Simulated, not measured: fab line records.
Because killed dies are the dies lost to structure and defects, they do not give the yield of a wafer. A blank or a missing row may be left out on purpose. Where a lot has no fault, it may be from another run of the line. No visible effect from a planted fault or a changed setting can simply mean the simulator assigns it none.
A sampling plan put to the test || flow n5 finfet || 38 faults told of in these records, all on one fab line, each judged by the records of the lots it struck
Plan = the line's own looks (route steps where a gauge or an inspection reads the wafer without altering it). A look is open to judgement when struck wafers have a number at it and the file gives its usual mean and standard deviation on fault-free wafers. Caught: a look later than the fault's first step finds the struck wafers' mean 4 or more of those standard deviations (sigma) from the usual mean. On the tool: the same test on the tool's own readings at the fault's steps. Also counted as caught: the struck wafers showing another recipe, or a record that is empty for them alone.

## THE FAULTS, as the simulator had put them in
1. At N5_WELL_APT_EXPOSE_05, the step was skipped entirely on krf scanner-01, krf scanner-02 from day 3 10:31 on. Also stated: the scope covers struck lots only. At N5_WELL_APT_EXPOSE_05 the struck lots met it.
2. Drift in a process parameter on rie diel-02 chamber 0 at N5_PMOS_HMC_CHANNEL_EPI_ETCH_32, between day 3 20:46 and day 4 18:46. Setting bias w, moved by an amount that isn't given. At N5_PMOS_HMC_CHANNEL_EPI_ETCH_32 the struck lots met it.
3. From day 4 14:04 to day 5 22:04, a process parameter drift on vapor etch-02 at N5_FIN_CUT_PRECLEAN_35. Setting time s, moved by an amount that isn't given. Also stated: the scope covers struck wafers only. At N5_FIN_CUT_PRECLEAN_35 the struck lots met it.
4. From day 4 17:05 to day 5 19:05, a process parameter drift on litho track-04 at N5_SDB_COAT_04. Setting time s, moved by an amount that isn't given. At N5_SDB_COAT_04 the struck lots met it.
5. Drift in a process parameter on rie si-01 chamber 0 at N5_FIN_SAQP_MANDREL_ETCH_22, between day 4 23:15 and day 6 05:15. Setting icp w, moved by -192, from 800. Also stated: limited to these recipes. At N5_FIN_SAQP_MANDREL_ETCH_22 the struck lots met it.
6. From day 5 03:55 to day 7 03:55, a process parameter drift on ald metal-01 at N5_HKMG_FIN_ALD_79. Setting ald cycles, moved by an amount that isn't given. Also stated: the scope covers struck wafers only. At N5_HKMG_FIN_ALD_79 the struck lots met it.
7. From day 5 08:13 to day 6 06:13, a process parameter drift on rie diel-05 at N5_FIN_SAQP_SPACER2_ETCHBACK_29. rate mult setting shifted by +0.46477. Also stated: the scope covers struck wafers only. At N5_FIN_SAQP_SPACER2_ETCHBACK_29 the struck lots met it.
8. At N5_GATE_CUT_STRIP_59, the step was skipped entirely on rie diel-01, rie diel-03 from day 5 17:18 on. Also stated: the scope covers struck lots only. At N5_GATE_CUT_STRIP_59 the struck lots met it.
9. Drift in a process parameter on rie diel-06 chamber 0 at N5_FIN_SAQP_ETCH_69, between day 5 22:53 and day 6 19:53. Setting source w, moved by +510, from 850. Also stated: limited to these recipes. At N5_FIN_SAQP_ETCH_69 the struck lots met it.
10. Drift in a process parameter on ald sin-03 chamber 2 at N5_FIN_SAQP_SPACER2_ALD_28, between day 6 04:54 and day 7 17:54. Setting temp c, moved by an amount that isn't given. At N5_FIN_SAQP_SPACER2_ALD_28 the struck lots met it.
11. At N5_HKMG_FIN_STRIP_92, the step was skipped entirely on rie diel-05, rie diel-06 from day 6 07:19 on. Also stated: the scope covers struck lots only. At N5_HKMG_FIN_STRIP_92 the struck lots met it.
12. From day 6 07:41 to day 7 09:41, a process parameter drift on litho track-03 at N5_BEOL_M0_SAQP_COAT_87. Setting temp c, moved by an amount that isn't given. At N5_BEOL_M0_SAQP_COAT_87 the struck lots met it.
13. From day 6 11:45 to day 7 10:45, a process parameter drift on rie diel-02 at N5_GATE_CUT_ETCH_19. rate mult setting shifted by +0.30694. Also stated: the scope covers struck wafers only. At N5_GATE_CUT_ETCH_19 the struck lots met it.
14. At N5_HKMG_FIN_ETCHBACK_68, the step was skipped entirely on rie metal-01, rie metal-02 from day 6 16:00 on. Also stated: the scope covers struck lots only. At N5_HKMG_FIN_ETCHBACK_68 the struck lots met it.
15. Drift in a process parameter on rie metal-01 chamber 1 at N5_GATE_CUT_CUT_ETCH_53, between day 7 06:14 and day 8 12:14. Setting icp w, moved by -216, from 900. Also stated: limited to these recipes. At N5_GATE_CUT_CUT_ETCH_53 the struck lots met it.
16. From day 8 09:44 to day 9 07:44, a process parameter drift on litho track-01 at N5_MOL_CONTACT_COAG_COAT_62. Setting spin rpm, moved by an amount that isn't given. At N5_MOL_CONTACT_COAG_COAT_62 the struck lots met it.
17. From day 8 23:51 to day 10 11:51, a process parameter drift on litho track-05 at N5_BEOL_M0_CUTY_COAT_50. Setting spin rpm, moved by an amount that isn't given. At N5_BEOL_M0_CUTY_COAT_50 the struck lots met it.
18. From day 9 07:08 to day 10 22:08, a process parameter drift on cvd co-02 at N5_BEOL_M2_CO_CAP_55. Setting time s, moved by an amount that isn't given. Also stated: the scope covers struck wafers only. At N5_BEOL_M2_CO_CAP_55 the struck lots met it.
19. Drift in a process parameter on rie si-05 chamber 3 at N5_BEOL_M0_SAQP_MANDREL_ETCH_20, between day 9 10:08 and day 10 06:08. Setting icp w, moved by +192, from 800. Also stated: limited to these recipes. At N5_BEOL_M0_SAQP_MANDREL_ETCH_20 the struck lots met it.
20. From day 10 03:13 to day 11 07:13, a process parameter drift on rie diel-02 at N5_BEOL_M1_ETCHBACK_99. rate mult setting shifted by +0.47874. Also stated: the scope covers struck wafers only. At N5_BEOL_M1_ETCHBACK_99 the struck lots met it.
21. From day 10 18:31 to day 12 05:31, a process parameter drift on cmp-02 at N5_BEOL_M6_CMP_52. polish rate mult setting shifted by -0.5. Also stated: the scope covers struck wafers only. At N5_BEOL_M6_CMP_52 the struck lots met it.
22. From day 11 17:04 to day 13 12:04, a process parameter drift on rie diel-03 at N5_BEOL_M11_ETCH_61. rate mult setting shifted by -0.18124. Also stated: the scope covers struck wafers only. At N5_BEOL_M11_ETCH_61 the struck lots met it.
23. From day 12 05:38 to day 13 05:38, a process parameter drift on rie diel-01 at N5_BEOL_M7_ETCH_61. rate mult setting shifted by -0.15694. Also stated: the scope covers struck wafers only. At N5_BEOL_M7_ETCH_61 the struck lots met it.
24. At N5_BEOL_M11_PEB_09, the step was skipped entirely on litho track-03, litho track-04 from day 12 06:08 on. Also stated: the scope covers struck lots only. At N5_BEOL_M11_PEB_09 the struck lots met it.
25. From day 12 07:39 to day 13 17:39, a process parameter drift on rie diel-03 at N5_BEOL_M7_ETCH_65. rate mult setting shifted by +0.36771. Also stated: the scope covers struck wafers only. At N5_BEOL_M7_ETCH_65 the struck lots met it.
26. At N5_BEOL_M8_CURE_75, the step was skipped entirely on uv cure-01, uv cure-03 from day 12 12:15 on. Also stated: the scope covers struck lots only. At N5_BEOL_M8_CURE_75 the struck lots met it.
27. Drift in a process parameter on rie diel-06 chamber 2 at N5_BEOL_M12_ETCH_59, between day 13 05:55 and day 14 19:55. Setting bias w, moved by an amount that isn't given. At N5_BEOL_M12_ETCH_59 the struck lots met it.
28. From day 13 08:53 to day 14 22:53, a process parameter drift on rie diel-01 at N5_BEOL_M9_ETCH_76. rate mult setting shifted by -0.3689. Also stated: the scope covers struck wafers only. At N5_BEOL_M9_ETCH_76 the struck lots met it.
29. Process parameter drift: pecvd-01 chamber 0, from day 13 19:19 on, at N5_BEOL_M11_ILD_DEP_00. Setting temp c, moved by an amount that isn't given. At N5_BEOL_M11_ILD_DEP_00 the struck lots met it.
30. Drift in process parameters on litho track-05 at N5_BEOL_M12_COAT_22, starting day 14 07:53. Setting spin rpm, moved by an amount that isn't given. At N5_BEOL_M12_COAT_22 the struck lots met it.
31. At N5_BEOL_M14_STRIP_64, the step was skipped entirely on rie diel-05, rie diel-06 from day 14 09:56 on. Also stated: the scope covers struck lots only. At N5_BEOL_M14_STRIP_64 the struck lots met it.
32. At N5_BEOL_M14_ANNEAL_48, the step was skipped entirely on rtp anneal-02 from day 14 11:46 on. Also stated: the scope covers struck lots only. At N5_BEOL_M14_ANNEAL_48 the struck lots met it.
33. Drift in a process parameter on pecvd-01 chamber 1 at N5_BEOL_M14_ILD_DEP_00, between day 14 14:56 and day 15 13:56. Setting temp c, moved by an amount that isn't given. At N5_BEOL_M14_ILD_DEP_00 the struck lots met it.
34. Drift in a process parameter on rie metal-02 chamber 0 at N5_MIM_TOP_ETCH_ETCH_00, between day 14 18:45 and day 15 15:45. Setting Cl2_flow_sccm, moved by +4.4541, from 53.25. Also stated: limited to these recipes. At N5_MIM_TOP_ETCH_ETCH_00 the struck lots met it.
35. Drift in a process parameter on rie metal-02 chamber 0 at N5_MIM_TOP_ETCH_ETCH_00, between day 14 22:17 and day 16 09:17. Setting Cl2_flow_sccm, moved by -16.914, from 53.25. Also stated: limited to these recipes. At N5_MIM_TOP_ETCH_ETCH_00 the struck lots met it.
36. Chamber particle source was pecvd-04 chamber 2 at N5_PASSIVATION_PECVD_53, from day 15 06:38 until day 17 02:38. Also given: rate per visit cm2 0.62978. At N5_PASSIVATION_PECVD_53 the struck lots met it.
37. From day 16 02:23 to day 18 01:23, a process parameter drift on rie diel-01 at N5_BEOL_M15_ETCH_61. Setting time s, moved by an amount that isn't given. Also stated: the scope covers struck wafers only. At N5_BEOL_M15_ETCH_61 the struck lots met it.
38. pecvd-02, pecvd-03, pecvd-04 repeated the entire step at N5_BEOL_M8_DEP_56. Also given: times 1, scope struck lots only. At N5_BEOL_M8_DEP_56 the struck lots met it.

## WHAT THE PLAN SAW
{"fault": 1, "on the tool itself": "no reading that can be judged", "first look that catches it": "no look after it can be judged", "reading, sigma": "-", "median hours from its first step to that look": "-", "hours from the fault's start to the first struck lot there": "-", "judged looks passed uncaught": 0}
{"fault": 2, "on the tool itself": "bias w +99 or beyond sigma", "first look that catches it": "none of the 2 looks that can be judged after it", "reading, sigma": "-", "median hours from its first step to that look": "-", "hours from the fault's start to the first struck lot there": "-", "judged looks passed uncaught": 2}
{"fault": 3, "on the tool itself": "under 2 sigma", "first look that catches it": "none of the 2 looks that can be judged after it", "reading, sigma": "-", "median hours from its first step to that look": "-", "hours from the fault's start to the first struck lot there": "-", "judged looks passed uncaught": 2}
{"fault": 4, "on the tool itself": "run length s -19 sigma", "first look that catches it": "not the one look that can be judged after it", "reading, sigma": "-", "median hours from its first step to that look": "-", "hours from the fault's start to the first struck lot there": "-", "judged looks passed uncaught": 1}
{"fault": 5, "on the tool itself": "rf fwd power W -74 sigma", "first look that catches it": "not the one look that can be judged after it", "reading, sigma": "-", "median hours from its first step to that look": "-", "hours from the fault's start to the first struck lot there": "-", "judged looks passed uncaught": 1}
{"fault": 6, "on the tool itself": "under 2 sigma", "first look that catches it": "not the one look that can be judged after it", "reading, sigma": "-", "median hours from its first step to that look": "-", "hours from the fault's start to the first struck lot there": "-", "judged looks passed uncaught": 1}
{"fault": 7, "on the tool itself": "oes product au +4.3 sigma", "first look that catches it": "not the one look that can be judged after it", "reading, sigma": "-", "median hours from its first step to that look": "-", "hours from the fault's start to the first struck lot there": "-", "judged looks passed uncaught": 1}
{"fault": 8, "on the tool itself": "the tool's record is blank for the struck wafers", "first look that catches it": "not the one look that can be judged after it", "reading, sigma": "-", "median hours from its first step to that look": "-", "hours from the fault's start to the first struck lot there": "-", "judged looks passed uncaught": 1}
{"fault": 9, "on the tool itself": "rf fwd power W +99 or beyond sigma", "first look that catches it": "not the one look that can be judged after it", "reading, sigma": "-", "median hours from its first step to that look": "-", "hours from the fault's start to the first struck lot there": "-", "judged looks passed uncaught": 1}
{"fault": 10, "on the tool itself": "susceptor temp C +51 sigma", "first look that catches it": "not the one look that can be judged after it", "reading, sigma": "-", "median hours from its first step to that look": "-", "hours from the fault's start to the first struck lot there": "-", "judged looks passed uncaught": 1}
{"fault": 11, "on the tool itself": "the tool's record is blank for the struck wafers", "first look that catches it": "not the one look that can be judged after it", "reading, sigma": "-", "median hours from its first step to that look": "-", "hours from the fault's start to the first struck lot there": "-", "judged looks passed uncaught": 1}
{"fault": 12, "on the tool itself": "plate temp C +53 sigma", "first look that catches it": "none of the 2 looks that can be judged after it", "reading, sigma": "-", "median hours from its first step to that look": "-", "hours from the fault's start to the first struck lot there": "-", "judged looks passed uncaught": 2}
{"fault": 13, "on the tool itself": "etch rf on time s -12 sigma", "first look that catches it": "not the one look that can be judged after it", "reading, sigma": "-", "median hours from its first step to that look": "-", "hours from the fault's start to the first struck lot there": "-", "judged looks passed uncaught": 1}
{"fault": 14, "on the tool itself": "the tool's record is blank for the struck wafers", "first look that catches it": "not the one look that can be judged after it", "reading, sigma": "-", "median hours from its first step to that look": "-", "hours from the fault's start to the first struck lot there": "-", "judged looks passed uncaught": 1}
{"fault": 15, "on the tool itself": "rf fwd power W -71 sigma", "first look that catches it": "not the one look that can be judged after it", "reading, sigma": "-", "median hours from its first step to that look": "-", "hours from the fault's start to the first struck lot there": "-", "judged looks passed uncaught": 1}
{"fault": 16, "on the tool itself": "spin speed rpm -55 sigma", "first look that catches it": "not the one look that can be judged after it", "reading, sigma": "-", "median hours from its first step to that look": "-", "hours from the fault's start to the first struck lot there": "-", "judged looks passed uncaught": 1}
{"fault": 17, "on the tool itself": "spin speed rpm +99 or beyond sigma", "first look that catches it": "not the one look that can be judged after it", "reading, sigma": "-", "median hours from its first step to that look": "-", "hours from the fault's start to the first struck lot there": "-", "judged looks passed uncaught": 1}
{"fault": 18, "on the tool itself": "run length s -52 sigma", "first look that catches it": "none of the 2 looks that can be judged after it", "reading, sigma": "-", "median hours from its first step to that look": "-", "hours from the fault's start to the first struck lot there": "-", "judged looks passed uncaught": 2}
{"fault": 19, "on the tool itself": "rf fwd power W +70 sigma", "first look that catches it": "not the one look that can be judged after it", "reading, sigma": "-", "median hours from its first step to that look": "-", "hours from the fault's start to the first struck lot there": "-", "judged looks passed uncaught": 1}
{"fault": 20, "on the tool itself": "oes product au +5.3 sigma", "first look that catches it": "not the one look that can be judged after it", "reading, sigma": "-", "median hours from its first step to that look": "-", "hours from the fault's start to the first struck lot there": "-", "judged looks passed uncaught": 1}
{"fault": 21, "on the tool itself": "overpolish run s -99 or beyond sigma", "first look that catches it": "N5_BEOL_M6_THK_MEAS_53", "reading, sigma": "M6_THK +51", "median hours from its first step to that look": 0.2, "hours from the fault's start to the first struck lot there": 12, "judged looks passed uncaught": 0}
{"fault": 22, "on the tool itself": "etch rf on time s +12 sigma", "first look that catches it": "no look after it can be judged", "reading, sigma": "-", "median hours from its first step to that look": "-", "hours from the fault's start to the first struck lot there": "-", "judged looks passed uncaught": 0}
{"fault": 23, "on the tool itself": "etch rf on time s +9.2 sigma", "first look that catches it": "no look after it can be judged", "reading, sigma": "-", "median hours from its first step to that look": "-", "hours from the fault's start to the first struck lot there": "-", "judged looks passed uncaught": 0}
{"fault": 24, "on the tool itself": "the tool's record is blank for the struck wafers", "first look that catches it": "no look after it can be judged", "reading, sigma": "-", "median hours from its first step to that look": "-", "hours from the fault's start to the first struck lot there": "-", "judged looks passed uncaught": 0}
{"fault": 25, "on the tool itself": "etch rf on time s -12 sigma", "first look that catches it": "no look after it can be judged", "reading, sigma": "-", "median hours from its first step to that look": "-", "hours from the fault's start to the first struck lot there": "-", "judged looks passed uncaught": 0}
{"fault": 26, "on the tool itself": "the tool's record is blank for the struck wafers", "first look that catches it": "no look after it can be judged", "reading, sigma": "-", "median hours from its first step to that look": "-", "hours from the fault's start to the first struck lot there": "-", "judged looks passed uncaught": 0}
{"fault": 27, "on the tool itself": "bias w -59 sigma", "first look that catches it": "not the one look that can be judged after it", "reading, sigma": "-", "median hours from its first step to that look": "-", "hours from the fault's start to the first struck lot there": "-", "judged looks passed uncaught": 1}
{"fault": 28, "on the tool itself": "etch rf on time s +21 sigma", "first look that catches it": "not the one look that can be judged after it", "reading, sigma": "-", "median hours from its first step to that look": "-", "hours from the fault's start to the first struck lot there": "-", "judged looks passed uncaught": 1}
{"fault": 29, "on the tool itself": "susceptor temp C +39 sigma", "first look that catches it": "not the one look that can be judged after it", "reading, sigma": "strongest: M11_ILD_THK at N5_BEOL_M11_THK_MEAS_01, -2.6", "median hours from its first step to that look": "-", "hours from the fault's start to the first struck lot there": "-", "judged looks passed uncaught": 1}
{"fault": 30, "on the tool itself": "spin speed rpm -99 or beyond sigma", "first look that catches it": "not the one look that can be judged after it", "reading, sigma": "-", "median hours from its first step to that look": "-", "hours from the fault's start to the first struck lot there": "-", "judged looks passed uncaught": 1}
{"fault": 31, "on the tool itself": "the tool's record is blank for the struck wafers", "first look that catches it": "no look after it can be judged", "reading, sigma": "-", "median hours from its first step to that look": "-", "hours from the fault's start to the first struck lot there": "-", "judged looks passed uncaught": 0}
{"fault": 32, "on the tool itself": "the tool's record is blank for the struck wafers", "first look that catches it": "not the one look that can be judged after it", "reading, sigma": "-", "median hours from its first step to that look": "-", "hours from the fault's start to the first struck lot there": "-", "judged looks passed uncaught": 1}
{"fault": 33, "on the tool itself": "susceptor temp C +9.2 sigma", "first look that catches it": "none of the 2 looks that can be judged after it", "reading, sigma": "-", "median hours from its first step to that look": "-", "hours from the fault's start to the first struck lot there": "-", "judged looks passed uncaught": 2}
{"fault": 34, "on the tool itself": "mfc cl2 sccm +29 sigma", "first look that catches it": "no look after it can be judged", "reading, sigma": "-", "median hours from its first step to that look": "-", "hours from the fault's start to the first struck lot there": "-", "judged looks passed uncaught": 0}
{"fault": 35, "on the tool itself": "mfc cl2 sccm -99 or beyond sigma", "first look that catches it": "no look after it can be judged", "reading, sigma": "-", "median hours from its first step to that look": "-", "hours from the fault's start to the first struck lot there": "-", "judged looks passed uncaught": 0}
{"fault": 36, "on the tool itself": "no reading that can be judged", "first look that catches it": "no look after it can be judged", "reading, sigma": "-", "median hours from its first step to that look": "-", "hours from the fault's start to the first struck lot there": "-", "judged looks passed uncaught": 0}
{"fault": 37, "on the tool itself": "run length s -31 sigma", "first look that catches it": "no look after it can be judged", "reading, sigma": "-", "median hours from its first step to that look": "-", "hours from the fault's start to the first struck lot there": "-", "judged looks passed uncaught": 0}
{"fault": 38, "on the tool itself": "under 2 sigma", "first look that catches it": "no look after it can be judged", "reading, sigma": "-", "median hours from its first step to that look": "-", "hours from the fault's start to the first struck lot there": "-", "judged looks passed uncaught": 0}
A dash: this means the fault isn't caught or the number doesn't appear in these records.

Caught at a look: 1 of 38. Caught on the tool: 33 of 38. By one or the other: 33 of 38.
Caught on the tool alone: faults 2, 4, 5, 7, 8, 9, 10, 11, 12, 13, 14, 15, 16, 17, 18, 19, 20, 22, 23, 24, 25, 26, 27, 28, 29, 30, 31, 32, 33, 34, 35, 37.
Caught by neither: faults 1, 3, 6, 36, 38.

## THINNER SAMPLING
If the look that catches a fault measured only every second or every third lot, by lot number, the first struck lot would be measured this late in the worst case:
{"fault": 21, "struck lots at that look, in order of time": "L437, L440", "every lot": "12 h", "every second lot": "30 h", "every third lot": "may miss all 2"}
Hours: fault start to first struck lot measured. The limit of 4 sigma was tested on all struck wafers together, so one lot alone may lie under it. Other struck lots may not be in these records.

## THE LONGEST TIMED WAY FROM STEP TO LOOK
In fault 21, a median of 0.2 hours elapses between N5_BEOL_M6_CMP_52 and N5_BEOL_M6_THK_MEAS_53. No look between them can be judged.
